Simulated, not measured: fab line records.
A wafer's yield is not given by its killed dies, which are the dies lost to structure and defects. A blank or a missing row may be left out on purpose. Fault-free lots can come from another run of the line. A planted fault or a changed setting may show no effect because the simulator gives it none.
Matching of chambers -- flow nandHarc -- 4 sister chambers for NHARC_A_DECK1_JOINT_CMP_13 on cmp-03
The step polishes, target thk 51.023 nm. 27 wafers are shown with their chamber, then 12 later ones without.

EACH WAFER AND ITS CHAMBER
wafer,chamber,motorCurrentA (A),timeToEndpointS (s)
L074.4,2,12.9,9
L074.5,2,13.6,8
L074.6,1,14.5,8
L076.3,1,14.5,6
L076.4,2,12.9,5
L076.5,3,11.5,11
L080.1,2,12.8,8
L080.3,3,11.3,10
L080.6,1,13.9,9
L085.1,3,11.6,7
L085.4,0,12.7,4
L085.6,0,12.7,7
L085.2,2,13.1,6
L085.3,1,14.3,6
L085.5,1,14.1,7
L087.3,1,14.1,8
L087.4,2,13.2,9
L087.5,2,13.3,5
L087.1,0,12.4,6
L087.2,3,11.7,9
L087.6,1,14.3,6
L089.1,2,13.7,8
L089.4,1,14.2,6
L089.5,3,11.7,9
L089.2,0,13.3,7
L089.3,3,11.5,8
L089.6,2,13.3,7

SIGNATURES (means of the wafers above)
reading,chamber 0,chamber 1,chamber 2,chamber 3,scatter within a chamber
motorCurrentA,12.775,14.238,13.200,11.550,0.265
timeToEndpointS,6.00,7.00,7.22,9.00,1.41
Rule: for each reading, subtract the chamber's mean from the wafer's reading, divide by that reading's scatter and square the result; add these up over the readings and take the root, which gives the wafer's distance from the chamber. The wafer belongs to the nearest chamber; if the next one is less than 2 further off, it can't be placed. The scatter: the root of (the sum of the squares of (reading less its chamber's mean) over the shown wafers, divided by (wafers less chambers)).

WAFERS MISSING THEIR CHAMBER
wafer,motorCurrentA (A),timeToEndpointS (s)
L091.2,13.7,9
L091.4,12.7,7
L091.6,14.3,10
L092.1,13.4,11
L092.4,14.4,10
L092.6,12.9,8
L093.1,11.1,12
L093.2,12.3,6
L093.4,15.1,10
L096.2,12.9,6
L096.3,11.3,6
L096.5,13.4,7

CHAMBER TAKEN BY EACH
wafer,from the rows above,in truth
L091.2,can't be placed: 2 or 1 or 0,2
L091.4,can't be placed: 0 or 2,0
L091.6,1,1
L092.1,can't be placed: 2 or 1 or 0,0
L092.4,1,1
L092.6,can't be placed: 2 or 0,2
L093.1,3,3
L093.2,can't be placed: 0 or 2 or 3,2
L093.4,1,1
L096.2,can't be placed: 0 or 2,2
L096.3,3,3
L096.5,can't be placed: 2 or 0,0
Correctly placed: 5 of 12. Unplaceable from these rows: 7, with the true chamber sitting among the candidates in 7. 0 placed wrongly.
